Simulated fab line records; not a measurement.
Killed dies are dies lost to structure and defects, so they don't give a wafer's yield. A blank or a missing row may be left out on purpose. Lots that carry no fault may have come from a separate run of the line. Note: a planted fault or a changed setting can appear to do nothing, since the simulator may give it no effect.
One fault through the eyes of 3 desks | flow n5 finfet | every desk sees just its own numbers, and what lay behind them comes last

## THE METROLOGY DESK
Lot by lot, what the gauges showed, no matter which tool ran the lot: averages of those sampled wafers that carry a number. A lot is out of limits, marked OUT, if its mean lies more than 4 standard deviations from the usual mean; the brackets give that distance.
Columns: A = cd nm at N5_ZERO_LAYER_CD_MEAS_11, usual 1999.6 nm; B = cd nm at N5_WELL_APT_CD_MEAS_25, usual 200.3 nm
lot  | first seen here | A                 | B
L725 | day 1 12:39     | 2001.1            | 198.5
L726 | day 1 18:38     | 1999.7            | 201.9
L728 | day 2 06:58     | 2001.7            | 201.0
L731 | day 3 00:40     | 1998.9            | 199.6
L732 | day 3 06:46     | 1997.8            | 200.9
L733 | day 3 12:47     | 2010.1 (+8.1) OUT | 200.8
L734 | day 3 18:47     | 1999.5            | 200.3
L736 | day 4 06:46     | 2006.7 (+5.5) OUT | 200.1
L737 | day 4 12:47     | 2000.8            | 200.9
L739 | day 5 00:46     | 2006.3 (+5.2) OUT | 201.2
L741 | day 5 12:46     | 1999.3            | 199.8
L747 | day 7 00:46     | 2001.0            | 199.6
This desk's finding: out of limits on L733, L736, L739; first on L733, day 3 12:47 (cd nm at N5_ZERO_LAYER_CD_MEAS_11). L725, L726, L728, L731, L732, L734, L737, L741, L747: within limits.

## AT THE TOOL OWNER'S DESK: krf scanner-02
The tool's own readings at N5_ZERO_LAYER_EXPOSE_08 (exposes mask ZERO, defocus 0 nm, target cd 2000 nm): means of the sampled wafers that have a number, for each lot that ran on this tool. A lot is out of limits, marked OUT, if its mean lies more than 4 standard deviations from the usual mean; the brackets give that distance.
Columns: A = exposure dose mJ cm2 at N5_ZERO_LAYER_EXPOSE_08, usual 16.24
lot  | first seen here | A
L725 | day 1 12:29     | 16.19
L726 | day 1 18:28     | 16.18
L728 | day 2 06:47     | 16.22
L731 | day 3 00:29     | 16.16
L733 | day 3 12:37     | 16.98 (+8.3) OUT
L736 | day 4 06:36     | 16.81 (+6.4) OUT
L739 | day 5 00:35     | 16.69 (+5.0) OUT
This desk's finding: out of limits on L733, L736, L739; first on L733, day 3 12:37 (exposure dose mJ cm2 at N5_ZERO_LAYER_EXPOSE_08). L725, L726, L728, L731: within limits.

## THE DEFECT DESK
Per lot, the means of the sampled wafers with a number show what the inspections along the route counted. A lot is out of limits, marked OUT, if its mean lies more than 4 standard deviations from the usual mean; the brackets give that distance.
Columns: A = raw defect count at N5_START_INSPECT_01, usual 6.5
lot  | first seen here | A
L725 | day 1 12:02     | 6.0
L726 | day 1 18:02     | 4.3
L728 | day 2 06:02     | 4.7
L731 | day 3 00:02     | 7.7
L732 | day 3 06:02     | 8.3
L733 | day 3 12:02     | 7.0
L734 | day 3 18:02     | 4.7
L736 | day 4 06:02     | 3.0
L737 | day 4 12:02     | 7.0
L739 | day 5 00:02     | 9.3
L741 | day 5 12:02     | 6.3
L747 | day 7 00:02     | 5.7
This desk's finding: nothing out of limits on any of the 12 lots.

## BROUGHT TOGETHER
On L733, L736, L739, at day 3 12:37, an alarm was possible from the tool owner's desk.
On L733, L736, L739, the metrology desk was in a position to raise an alarm at day 3 12:47.
Nothing the defect desk looked at was out of limits.
The defect desk has L733, L736, L739 on record, within its limits.
N5_ZERO_LAYER_EXPOSE_08 was run on krf scanner-02 by each of the lots named.

## WHAT THE SIMULATOR HAD PUT IN
Drift in process parameters on krf scanner-02 at N5_ZERO_LAYER_EXPOSE_08, starting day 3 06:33. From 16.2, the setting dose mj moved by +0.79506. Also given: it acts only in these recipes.
Lots struck among those shown: L733, L736, L739.
Delay (hours) between the fault's onset and each desk's first out-of-limits reading: 6 at the tool owner's desk, 6 at the metrology desk.
